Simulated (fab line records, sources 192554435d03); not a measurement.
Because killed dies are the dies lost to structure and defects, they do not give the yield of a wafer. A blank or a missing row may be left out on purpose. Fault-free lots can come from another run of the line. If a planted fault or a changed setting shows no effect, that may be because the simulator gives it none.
Matching of chambers :: flow n5_finfet :: N5_BEOL_M2_ALD_84 on ald_metal-03 has 4 sister chambers
The step deposits TaN, pulse time 2 s, purge time 3 s, co reactant purge time 2 s. 20 wafers are shown with their chamber, then 10 later ones without.

== EACH WAFER AND ITS CHAMBER ==
wafer: L076.1
chamber: 3
heater_power_w (W): 438
susceptor_temp_C (C): 275.07

wafer: L076.2
chamber: 0
heater_power_w (W): 438
susceptor_temp_C (C): 275.11

wafer: L076.6
chamber: 2
heater_power_w (W): 364
susceptor_temp_C (C): 274.81

wafer: L079.1
chamber: 1
heater_power_w (W): 396
susceptor_temp_C (C): 275.05

wafer: L079.3
chamber: 3
heater_power_w (W): 443
susceptor_temp_C (C): 274.95

wafer: L079.6
chamber: 2
heater_power_w (W): 372
susceptor_temp_C (C): 274.73

wafer: L082.2
chamber: 0
heater_power_w (W): 423
susceptor_temp_C (C): 274.93

wafer: L082.4
chamber: 3
heater_power_w (W): 439
susceptor_temp_C (C): 275.16

wafer: L082.5
chamber: 2
heater_power_w (W): 373
susceptor_temp_C (C): 275.04

wafer: L085.3
chamber: 0
heater_power_w (W): 417
susceptor_temp_C (C): 274.86

wafer: L085.4
chamber: 3
heater_power_w (W): 435
susceptor_temp_C (C): 275.25

wafer: L085.5
chamber: 0
heater_power_w (W): 416
susceptor_temp_C (C): 275.00

wafer: L087.3
chamber: 1
heater_power_w (W): 409
susceptor_temp_C (C): 275.07

wafer: L087.4
chamber: 3
heater_power_w (W): 444
susceptor_temp_C (C): 274.81

wafer: L087.6
chamber: 3
heater_power_w (W): 441
susceptor_temp_C (C): 275.00

wafer: L089.1
chamber: 3
heater_power_w (W): 441
susceptor_temp_C (C): 274.53

wafer: L089.2
chamber: 0
heater_power_w (W): 426
susceptor_temp_C (C): 275.18

wafer: L089.6
chamber: 1
heater_power_w (W): 409
susceptor_temp_C (C): 274.77

wafer: L090.1
chamber: 3
heater_power_w (W): 452
susceptor_temp_C (C): 274.86

wafer: L090.2
chamber: 2
heater_power_w (W): 379
susceptor_temp_C (C): 274.79

SIGNATURES (means of the wafers above)
reading: heater_power_w
chamber 0: 424.00
chamber 1: 404.67
chamber 2: 372.00
chamber 3: 441.62
scatter within a chamber: 6.71

reading: susceptor_temp_C
chamber 0: 275.0160
chamber 1: 274.9633
chamber 2: 274.8425
chamber 3: 274.9538
scatter within a chamber: 0.183
Rule: distance of a wafer from a chamber = root of the sum over the readings of ((wafer's reading minus chamber's mean) / reading's scatter) squared. The wafer belongs to the nearest chamber; if the next one is less than 2 further off, it can't be placed. How the scatter is found: for the shown wafers, subtract from each reading the mean of its chamber, square and add these, divide the total by (wafers less chambers), then take the root.

== WAFERS MISSING THEIR CHAMBER ==
wafer: L090.4
heater_power_w (W): 429
susceptor_temp_C (C): 275.12

wafer: L092.1
heater_power_w (W): 403
susceptor_temp_C (C): 274.90

wafer: L092.3
heater_power_w (W): 414
susceptor_temp_C (C): 275.06

wafer: L092.4
heater_power_w (W): 367
susceptor_temp_C (C): 275.00

wafer: L095.4
heater_power_w (W): 432
susceptor_temp_C (C): 274.77

wafer: L095.5
heater_power_w (W): 404
susceptor_temp_C (C): 274.94

wafer: L095.6
heater_power_w (W): 375
susceptor_temp_C (C): 275.08

wafer: L097.2
heater_power_w (W): 408
susceptor_temp_C (C): 275.40

wafer: L097.3
heater_power_w (W): 444
susceptor_temp_C (C): 275.10

wafer: L097.5
heater_power_w (W): 433
susceptor_temp_C (C): 274.98

== CHAMBER TAKEN BY EACH ==
wafer: L090.4
from the rows above: can't be placed: 0 or 3
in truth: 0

wafer: L092.1
from the rows above: 1
in truth: 1

wafer: L092.3
from the rows above: can't be placed: 1 or 0
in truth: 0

wafer: L092.4
from the rows above: 2
in truth: 2

wafer: L095.4
from the rows above: can't be placed: 3 or 0
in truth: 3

wafer: L095.5
from the rows above: 1
in truth: 1

wafer: L095.6
from the rows above: 2
in truth: 2

wafer: L097.2
from the rows above: can't be placed: 1 or 0
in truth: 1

wafer: L097.3
from the rows above: 3
in truth: 3

wafer: L097.5
from the rows above: can't be placed: 3 or 0
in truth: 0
Correctly placed: 5 of 10. Can't be placed from these rows: 5 (the true chamber is among the candidates in 5). Wrongly placed: 0.
